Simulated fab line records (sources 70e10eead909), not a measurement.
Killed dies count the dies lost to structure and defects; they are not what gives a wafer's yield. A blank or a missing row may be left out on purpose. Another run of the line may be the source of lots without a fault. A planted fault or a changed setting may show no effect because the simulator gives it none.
Chamber matching + flow nand-harc + NHARC_A_STAIRCASE_ALD_415 on ald-hk-02: 4 sister chambers
The step deposits SiO2, target thk 30 nm, pulse time 6 s, ald cycles 300. 24 wafers are shown with their chamber, then 12 later ones without.

WAFERS PAIRED WITH THEIR CHAMBERS
| wafer  | chamber | heater-power-w (W) | precursor-pulse-height-rel |
|--------|---------|--------------------|----------------------------|
| L075.3 | 3       | 344                | 0.981                      |
| L075.4 | 0       | 453                | 0.987                      |
| L075.6 | 2       | 524                | 1.049                      |
| L077.1 | 2       | 537                | 0.973                      |
| L077.2 | 3       | 343                | 0.997                      |
| L077.3 | 0       | 458                | 1.012                      |
| L080.1 | 1       | 420                | 1.044                      |
| L080.2 | 2       | 497                | 0.976                      |
| L080.4 | 0       | 442                | 0.958                      |
| L080.3 | 3       | 334                | 1.008                      |
| L080.5 | 1       | 418                | 0.987                      |
| L080.6 | 2       | 514                | 0.994                      |
| L083.4 | 2       | 501                | 1.000                      |
| L083.5 | 2       | 494                | 0.985                      |
| L083.6 | 3       | 346                | 0.998                      |
| L085.4 | 2       | 511                | 1.017                      |
| L085.5 | 0       | 447                | 1.020                      |
| L085.6 | 3       | 331                | 1.009                      |
| L090.3 | 2       | 492                | 0.974                      |
| L090.4 | 1       | 435                | 1.000                      |
| L090.5 | 2       | 505                | 1.022                      |
| L093.2 | 2       | 506                | 0.983                      |
| L093.4 | 3       | 339                | 0.913                      |
| L093.6 | 3       | 339                | 1.006                      |

SIGNATURES (means of the wafers above)
| reading                    | chamber 0 | chamber 1 | chamber 2 | chamber 3 | scatter within a chamber |
|----------------------------|-----------|-----------|-----------|-----------|--------------------------|
| heater-power-w             | 450.00    | 424.33    | 508.10    | 339.43    | 10.7                     |
| precursor-pulse-height-rel | 0.99425   | 1.01033   | 0.99730   | 0.98743   | 0.029                    |
Rule: distance of a wafer from a chamber = root of the sum over the readings of ((wafer's reading minus chamber's mean) / reading's scatter) squared. The wafer belongs to the nearest chamber; if the next one is less than 2 further off, it can't be placed. The scatter: take each reading less its chamber's mean, square it, sum over the shown wafers, divide by the number of wafers less the number of chambers, and take the root.

WAFERS WHOSE CHAMBER IS MISSING
| wafer  | heater-power-w (W) | precursor-pulse-height-rel |
|--------|--------------------|----------------------------|
| L093.1 | 444                | 1.004                      |
| L093.3 | 421                | 0.981                      |
| L093.5 | 440                | 1.022                      |
| L095.1 | 342                | 0.971                      |
| L095.2 | 419                | 0.957                      |
| L095.5 | 418                | 1.010                      |
| L095.3 | 512                | 0.978                      |
| L095.4 | 450                | 1.032                      |
| L095.6 | 501                | 1.025                      |
| L097.2 | 455                | 1.021                      |
| L097.3 | 335                | 1.008                      |
| L097.6 | 505                | 1.007                      |

WHICH CHAMBER EACH WENT THROUGH
| wafer  | from the rows above     | in truth |
|--------|-------------------------|----------|
| L093.1 | can't be placed: 0 or 1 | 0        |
| L093.3 | can't be placed: 1 or 0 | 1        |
| L093.5 | can't be placed: 0 or 1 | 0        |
| L095.1 | 3                       | 3        |
| L095.2 | can't be placed: 1 or 0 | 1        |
| L095.5 | 1                       | 1        |
| L095.3 | 2                       | 2        |
| L095.4 | can't be placed: 0 or 1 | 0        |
| L095.6 | 2                       | 2        |
| L097.2 | can't be placed: 0 or 1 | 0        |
| L097.3 | 3                       | 3        |
| L097.6 | 2                       | 2        |
Placed correctly: 6 of 12. Unplaceable from these rows: 6, with the true chamber sitting among the candidates in 6. Placed wrongly: 0.
